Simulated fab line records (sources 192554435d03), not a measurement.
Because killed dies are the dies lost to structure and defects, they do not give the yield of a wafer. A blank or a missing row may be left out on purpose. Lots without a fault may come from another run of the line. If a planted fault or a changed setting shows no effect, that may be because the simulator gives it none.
Problem report, 8D (eight disciplines) form, completed by code | flow n5 finfet | the parts of the form that need people (team, actions taken, sign-off) are left out

== 1. THE ISSUE ==
Wafers without a fault read 0.994 a.u., standard deviation 0.019; oes product au at N5_BEOL_M0_SAQP_ETCH_102 reads a mean of 0.373 a.u. on 9 wafers belonging to 3 lots. Measured from the usual mean, that is -33 standard deviations.
The step: etches SiO2 in CF4, target depth 4 nm, time 4.4 s.
First seen on wafer L634.4, day 10 00:28, on rie si-06. At this step, 29 wafers from 10 lots have a number in the record. Rule for "out" (also "out of limits"): further than 4 standard deviations from the usual mean. The rest of the wafers with a number are treated as sound.

== 2. WHAT IT IS, AND WHAT IT ISN'T ==
question                    | is                              | is not
which readings at this step | oes product au                  | drypump motor current A
which lots                  | L634, L635, L636                | L619, L623, L626, L628, L632, L638, L639
which wafers of those lots  | all that have a number          | -
read on which tools         | rie si-01, rie si-02, rie si-06 | -
when                        | from day 10 00:28               | up to then (14 sound wafers); but 6 sound wafers of L638, L639 came after

== 3. THE SUSPECTS, EACH WITH WHAT RULES IT OUT ==
Counting: a tool at a process step up to the reading stays a suspect if it ran every lot that is out and no sound lot after the first of them.
- rie diel-06 at N5_BEOL_M0_SAQP_ETCH_101 (etches SiNx in CH3F/O2, target depth 29.9 nm, time 42.7 s): kept. It processed each lot that is out, first L634 at day 10 00:22, and no sound lot thereafter; up to then, the last sound lot it processed was L632 at day 9 14:47.
Remaining after the count: rie diel-06 at N5_BEOL_M0_SAQP_ETCH_101.

== 4. THE CAUSE (what the simulator had put in) ==
Process parameter drift: rie diel-06, from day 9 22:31 on, at N5_BEOL_M0_SAQP_ETCH_101. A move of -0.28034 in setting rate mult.
This tool alone remained once counting was done.

== 5. THE EFFECT CHAIN, in route order ==
Each row: a reading whose mean over the struck wafers that have a number lies more than 3 standard deviations from the usual. Only readings for which the record gives a usual standard deviation are gone through. hours: the time from each lot's start at the first step in this table that gives one to its start at this step, as a median over the lots. sigmas: the change in usual standard deviations.
hours | step                     | reading        | usual      | on struck wafers | change | sigmas
0     | N5_BEOL_M0_SAQP_ETCH_102 | oes product au | 0.994 a.u. | 0.373            | -0.621 | -33
It contains these process steps:
- N5_BEOL_M0_SAQP_ETCH_102: etches SiO2 in CF4, target depth 4 nm, time 4.4 s.
Later measuring or inspecting steps at which every struck wafer that the step has a row for has a number for every such reading, and none has moved that far: N5_BEOL_M4_RC_MEAS_101.

== 6. HOW IT WOULD HAVE BEEN CAUGHT EARLIER ==
The fault began at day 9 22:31; the first out-of-limits reading in this record came at day 10 00:28, 2 hours later.
Tool readings at N5_BEOL_M0_SAQP_ETCH_101 with a usual standard deviation given in the record: none out on any struck wafer, hence no alarm at a limit of 4 standard deviations on them.
L635, L636, from the lots that are out (3), started N5_BEOL_M0_SAQP_ETCH_101 on rie diel-06 later than day 10 00:28. A hold on the tool at that time would have spared those 2.
